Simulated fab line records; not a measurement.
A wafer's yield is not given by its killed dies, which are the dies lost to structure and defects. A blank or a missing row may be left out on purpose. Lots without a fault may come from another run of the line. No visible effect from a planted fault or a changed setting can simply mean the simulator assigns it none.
What tool caused it? | flow n5_finfet | Sampling: 24 lots, 72 wafers, 5 of 1938 route steps

## WHAT EACH GAUGE READ, for each wafer
N5_BEOL_M10_THK_MEAS_01.
lot  | measured     | on            | M10_ILD_THK (nm)
L074 | day 9 18:05  | film_metro-02 | 270 264 272
L075 | day 10 03:07 | film_metro-02 | 266 272 276
L076 | day 10 07:23 | film_metro-02 | 268 274 268
L078 | day 10 18:19 | film_metro-02 | 267 268 274
L077 | day 10 18:57 | film_metro-01 | 268 270 265
L080 | day 11 08:37 | film_metro-01 | 263 272 274
L079 | day 11 14:21 | film_metro-02 | 270 271 273
L081 | day 11 19:13 | film_metro-02 | 264 264 267
L082 | day 12 07:31 | film_metro-01 | 269 266 269
L083 | day 12 07:41 | film_metro-01 | 265 269 273
L086 | day 12 23:22 | film_metro-01 | 268 266 275
L084 | day 13 00:07 | film_metro-02 | 265 267 271
L087 | day 13 03:56 | film_metro-02 | 261 260 267
L085 | day 13 06:35 | film_metro-02 | 263 265 267
L088 | day 13 08:37 | film_metro-02 | 266 275 270
L089 | day 14 04:19 | film_metro-02 | 271 269 276
L090 | day 14 04:38 | film_metro-02 | 267 267 266
L091 | day 14 05:33 | film_metro-02 | 264 270 270
L092 | day 14 19:29 | film_metro-02 | 271 270 273
L095 | day 15 02:26 | film_metro-02 | 266 266 269
L093 | day 15 06:46 | film_metro-01 | 271 266 271
L094 | day 15 10:43 | film_metro-02 | 264 261 268
L097 | day 15 13:30 | film_metro-01 | 264 264 265
L096 | day 15 21:48 | film_metro-01 | 264 270 268

N5_BEOL_M10_CD_MEAS_18: pitch 140 nm, target cd 70 nm.
lot  | measured     | on        | cd_nm (nm)
L074 | day 9 19:34  | cd_sem-02 | 69.3 69.4 69.0
L075 | day 10 04:30 | cd_sem-01 | 70.6 70.6 70.7
L076 | day 10 09:34 | cd_sem-03 | 71.2 71.5 72.0
L078 | day 10 21:10 | cd_sem-01 | 69.9 69.5 69.8
L077 | day 10 21:23 | cd_sem-02 | 70.0 70.1 70.4
L080 | day 11 12:55 | cd_sem-03 | 71.1 69.5 70.7
L079 | day 11 17:25 | cd_sem-03 | 69.2 69.2 69.9
L081 | day 11 21:28 | cd_sem-01 | 70.1 69.5 69.6
L082 | day 12 09:35 | cd_sem-01 | 70.1 69.1 69.6
L083 | day 12 10:01 | cd_sem-01 | 71.4 71.0 71.1
L086 | day 13 00:55 | cd_sem-01 | 69.0 69.0 70.1
L084 | day 13 01:07 | cd_sem-02 | 71.5 70.3 70.4
L087 | day 13 06:28 | cd_sem-02 | 69.5 69.5 70.3
L085 | day 13 09:40 | cd_sem-02 | 68.5 69.0 69.9
L088 | day 13 10:28 | cd_sem-03 | 70.2 69.1 69.6
L089 | day 14 05:59 | cd_sem-01 | 69.8 68.8 70.0
L090 | day 14 06:13 | cd_sem-01 | 69.4 69.5 69.6
L091 | day 14 10:55 | cd_sem-01 | 69.9 69.4 68.9
L092 | day 14 21:42 | cd_sem-02 | 70.7 70.6 70.4
L095 | day 15 04:57 | cd_sem-01 | 69.4 68.8 68.6
L093 | day 15 09:07 | cd_sem-03 | 70.3 69.5 69.8
L094 | day 15 13:42 | cd_sem-01 | 69.3 70.6 69.0
L097 | day 15 16:02 | cd_sem-01 | 69.1 69.7 70.8
L096 | day 16 00:10 | cd_sem-03 | 69.2 70.0 69.6

## WHICH TOOL RAN EACH LOT (tool, then ch and the chambers of the sampled wafers, then the start)
lot  | N5_BEOL_M9_CMP_52             | N5_BEOL_M10_ILD_DEP_00          | N5_BEOL_M10_DESCUM_16
L074 | cmp-04 ch 0,1,2, day 9 17:02  | pecvd-01 ch 1,2, day 9 17:30    | rie_diel-04 ch 1,2,3, day 9 19:06
L075 | cmp-04 ch 0,3, day 10 01:45   | pecvd-04 ch 0,1, day 10 02:14   | rie_diel-04 ch 2,3, day 10 04:03
L076 | cmp-04 ch 0,1,3, day 10 06:09 | pecvd-01 ch 0,2, day 10 06:48   | rie_diel-04 ch 0,1, day 10 09:06
L078 | cmp-03 ch 1,2,3, day 10 17:19 | pecvd-04 ch 0,1, day 10 17:44   | rie_diel-03 ch 1,2,3, day 10 20:43
L077 | cmp-03 ch 0,1,3, day 10 17:51 | pecvd-02 ch 0,1,2, day 10 18:21 | rie_diel-04 ch 0,2,3, day 10 20:56
L080 | cmp-04 ch 1,2, day 11 07:34   | pecvd-01 ch 0,1,2, day 11 08:01 | rie_diel-03 ch 0,2,3, day 11 12:28
L079 | cmp-02 ch 1,2,3, day 11 13:20 | pecvd-02 ch 1,2, day 11 13:46   | rie_diel-06 ch 2,3, day 11 16:57
L081 | cmp-02 ch 0,2,3, day 11 18:08 | pecvd-04 ch 0,2, day 11 18:36   | rie_diel-04 ch 0,1,3, day 11 20:58
L082 | cmp-04 ch 0,2,3, day 12 06:29 | pecvd-01 ch 0,1,2, day 12 06:56 | rie_diel-06 ch 0,1, day 12 09:02
L083 | cmp-02 ch 1,2, day 12 06:39   | pecvd-04 ch 0,1, day 12 07:06   | rie_diel-03 ch 0,1, day 12 09:34
L086 | cmp-04 ch 0,2,3, day 12 22:17 | pecvd-01 ch 1,2, day 12 22:47   | rie_diel-06 ch 0,1,3, day 13 00:21
L084 | cmp-03 ch 0,1,3, day 12 23:06 | pecvd-04 ch 1,2, day 12 23:31   | rie_diel-03 ch 1,2,3, day 13 00:40
L087 | cmp-04 ch 0,1,2, day 13 02:51 | pecvd-02 ch 0,2, day 13 03:20   | rie_diel-03 ch 0,1,3, day 13 05:54
L085 | cmp-02 ch 0,2, day 13 05:01   | pecvd-02 ch 0,1, day 13 05:31   | rie_diel-06 ch 0,2, day 13 09:11
L088 | cmp-02 ch 0,1, day 13 07:32   | pecvd-04 ch 0,1, day 13 08:01   | rie_diel-04 ch 0,1,3, day 13 09:58
L089 | cmp-02 ch 1,2, day 14 03:14   | pecvd-04 ch 0,1,2, day 14 03:43 | rie_diel-04 ch 0,1,2, day 14 05:26
L090 | cmp-03 ch 1,2,3, day 14 03:29 | pecvd-01 ch 0,1,2, day 14 03:59 | rie_diel-06 ch 0,2,3, day 14 05:46
L091 | cmp-03 ch 0,3, day 14 04:28   | pecvd-01 ch 0,2, day 14 04:58   | rie_diel-06 ch 2,3, day 14 10:23
L092 | cmp-04 ch 0,1, day 14 18:24   | pecvd-04 ch 0,2, day 14 18:54   | rie_diel-03 ch 1,2,3, day 14 21:02
L095 | cmp-02 ch 1,3, day 15 01:19   | pecvd-04 ch 0,1,2, day 15 01:50 | rie_diel-06 ch 0,1, day 15 04:30
L093 | cmp-04 ch 1,3, day 15 05:41   | pecvd-01 ch 0,2, day 15 06:11   | rie_diel-06 ch 0,1,3, day 15 08:40
L094 | cmp-04 ch 1,3, day 15 09:40   | pecvd-02 ch 0,1, day 15 10:08   | rie_diel-04 ch 0,1,2, day 15 13:13
L097 | cmp-02 ch 0,1,3, day 15 12:25 | pecvd-04 ch 1,2, day 15 12:55   | rie_diel-04 ch 2,3, day 15 15:21
L096 | cmp-02 ch 0,1,3, day 15 20:43 | pecvd-02 ch 1,2, day 15 21:13   | rie_diel-03 ch 0,1,2, day 15 23:22
- N5_BEOL_M9_CMP_52: polishes, stops on SiCOH lowk, t overpolish 7 s, target thk 140 nm.
- N5_BEOL_M10_ILD_DEP_00: deposits SiCOH lowk from DEMS/porogen, target thk 308.51 nm, time 58 s.
- N5_BEOL_M10_DESCUM_16: chemistry O2, time 7.9 s.

## AS READ BY THE TOOLS THEMSELVES (means over the sampled wafers that have a number; for cases with no such wafer, the mark the record gives instead)
N5_BEOL_M9_CMP_52.
lot  | tool   | barrier_field_endpoint_s (s) | motor_current_A (A) | overpolish_run_s (s) | time_to_endpoint_s (s)
L074 | cmp-04 | 29.4                         | 6.4                 | 6.999                | 65
L075 | cmp-04 | 28.7                         | 4.8                 | 6.987                | 68
L076 | cmp-04 | 29.3                         | 5.7                 | 7.003                | 69
L078 | cmp-03 | 30.0                         | 6.6                 | 6.998                | 70
L077 | cmp-03 | 28.1                         | 6.4                 | 6.999                | 62
L080 | cmp-04 | 29.0                         | 6.7                 | 7.003                | 65
L079 | cmp-02 | 28.1                         | 6.1                 | 7.005                | 62
L081 | cmp-02 | 28.0                         | 5.7                 | 6.998                | 60
L082 | cmp-04 | 29.4                         | 5.6                 | 7.003                | 69
L083 | cmp-02 | 28.2                         | 6.3                 | 6.997                | 62
L086 | cmp-04 | 28.9                         | 5.7                 | 6.997                | 68
L084 | cmp-03 | 28.4                         | 6.1                 | 7.003                | 62
L087 | cmp-04 | 29.1                         | 6.4                 | 6.996                | 66
L085 | cmp-02 | 27.8                         | 5.4                 | 6.993                | 59
L088 | cmp-02 | 27.7                         | 5.6                 | 6.995                | 63
L089 | cmp-02 | 28.3                         | 6.2                 | 7.006                | 65
L090 | cmp-03 | 28.9                         | 6.5                 | 7.007                | 65
L091 | cmp-03 | 28.8                         | 6.5                 | 7.007                | 58
L092 | cmp-04 | 29.1                         | 6.4                 | 6.993                | 67
L095 | cmp-02 | 28.6                         | 6.1                 | 7.001                | 66
L093 | cmp-04 | 27.4                         | 6.2                 | 6.992                | 62
L094 | cmp-04 | 28.6                         | 6.0                 | 7.000                | 62
L097 | cmp-02 | 28.6                         | 5.8                 | 6.997                | 65
L096 | cmp-02 | 27.9                         | 5.9                 | 7.001                | 65

N5_BEOL_M10_ILD_DEP_00.
lot  | tool     | heater_power_w (W) | showerhead_plenum_p_Torr (Torr) | throttle_valve_pct (%)
L074 | pecvd-01 | 244                | 5.732                           | 13.9
L075 | pecvd-04 | 270                | 5.734                           | 13.9
L076 | pecvd-01 | 262                | 5.728                           | 14.3
L078 | pecvd-04 | 293                | 5.731                           | 14.0
L077 | pecvd-02 | 330                | 5.727                           | 14.0
L080 | pecvd-01 | 246                | 5.731                           | 14.3
L079 | pecvd-02 | 345                | 5.707                           | 14.6
L081 | pecvd-04 | 350                | 5.735                           | 13.0
L082 | pecvd-01 | 252                | 5.732                           | 14.2
L083 | pecvd-04 | 309                | 5.736                           | 14.0
L086 | pecvd-01 | 254                | 5.730                           | 14.0
L084 | pecvd-04 | 330                | 5.748                           | 12.9
L087 | pecvd-02 | 299                | 5.723                           | 13.6
L085 | pecvd-02 | 329                | 5.728                           | 14.1
L088 | pecvd-04 | 304                | 5.740                           | 13.9
L089 | pecvd-04 | 343                | 5.729                           | 13.4
L090 | pecvd-01 | 247                | 5.723                           | 14.3
L091 | pecvd-01 | 267                | 5.720                           | 14.2
L092 | pecvd-04 | 319                | 5.730                           | 13.1
L095 | pecvd-04 | 333                | 5.734                           | 13.4
L093 | pecvd-01 | 274                | 5.728                           | 14.3
L094 | pecvd-02 | 351                | 5.717                           | 14.6
L097 | pecvd-04 | 338                | 5.744                           | 13.4
L096 | pecvd-02 | 282                | 5.720                           | 14.1

N5_BEOL_M10_DESCUM_16.
lot  | tool        | drypump_motor_current_A (A) | oes_product_au (a.u.) | rf_vpp_V (V) | showerhead_plenum_p_Torr (Torr) | throttle_valve_pct (%)
L074 | rie_diel-04 | 5.9                         | 0.78                  | 242.5        | 2.05                            | 20.55
L075 | rie_diel-04 | 5.8                         | 0.73                  | 242.8        | 2.05                            | 20.63
L076 | rie_diel-04 | 5.9                         | 0.81                  | 241.5        | 2.03                            | 20.39
L078 | rie_diel-03 | 6.0                         | 0.80                  | 243.2        | 2.08                            | 20.31
L077 | rie_diel-04 | 5.7                         | 0.75                  | 241.8        | 2.03                            | 20.57
L080 | rie_diel-03 | 5.4                         | 0.87                  | 244.4        | 2.13                            | 20.33
L079 | rie_diel-06 | 5.8                         | 0.76                  | 242.3        | 1.99                            | 20.59
L081 | rie_diel-04 | 5.7                         | 0.79                  | 241.6        | 2.03                            | 20.54
L082 | rie_diel-06 | 5.0                         | 0.80                  | 242.2        | 2.01                            | 20.41
L083 | rie_diel-03 | 5.5                         | 0.89                  | 244.0        | 2.17                            | 20.57
L086 | rie_diel-06 | 5.6                         | 0.82                  | 242.4        | 2.02                            | 20.47
L084 | rie_diel-03 | 6.0                         | 0.88                  | 243.5        | 2.16                            | 20.20
L087 | rie_diel-03 | 6.0                         | 0.87                  | 244.4        | 2.18                            | 20.39
L085 | rie_diel-06 | 5.3                         | 0.86                  | 243.4        | 2.08                            | 20.37
L088 | rie_diel-04 | 5.8                         | 0.78                  | 242.5        | 2.02                            | 20.55
L089 | rie_diel-04 | 5.8                         | 0.81                  | 242.6        | 2.02                            | 20.35
L090 | rie_diel-06 | 5.7                         | 0.86                  | 242.9        | 2.09                            | 20.43
L091 | rie_diel-06 | 6.2                         | 0.88                  | 243.9        | 2.11                            | 20.48
L092 | rie_diel-03 | 5.9                         | 0.86                  | 243.7        | 2.15                            | 20.22
L095 | rie_diel-06 | 4.9                         | 0.78                  | 241.6        | 2.00                            | 20.44
L093 | rie_diel-06 | 5.6                         | 0.80                  | 242.0        | 2.02                            | 20.50
L094 | rie_diel-04 | 5.8                         | 0.80                  | 242.4        | 2.02                            | 20.36
L097 | rie_diel-04 | 5.8                         | 0.85                  | 242.2        | 2.03                            | 20.41
L096 | rie_diel-03 | 5.5                         | 0.84                  | 243.9        | 2.13                            | 20.43

## THE ANSWER, worked out from the rows above alone
Rule: the lots themselves supply what counts as usual. The widest of any qualifying gaps counts: lots, ordered by their means at a reading, are off when they make up no more than a third of the lots, leave a main group of 4 or more, and stand apart from it by 3 or more times the standard deviation of that group's means. A main group whose means are all the same, to the digits that the tables above print for the reading, isn't used. Also off: a lot with no number at a reading for which 4 or more lots have one. Any other lot the step has rows for is counted as sound. First the gauges in route order, then the tools' own readings, where a lot's mean is used as printed above. At the first step where some lot is off, the reading lying furthest off is the one used; lots without a number count as furthest.
Across all readings shown, no lot is off: no conclusion can be drawn from this.

## WHAT THE SIMULATOR PUT IN
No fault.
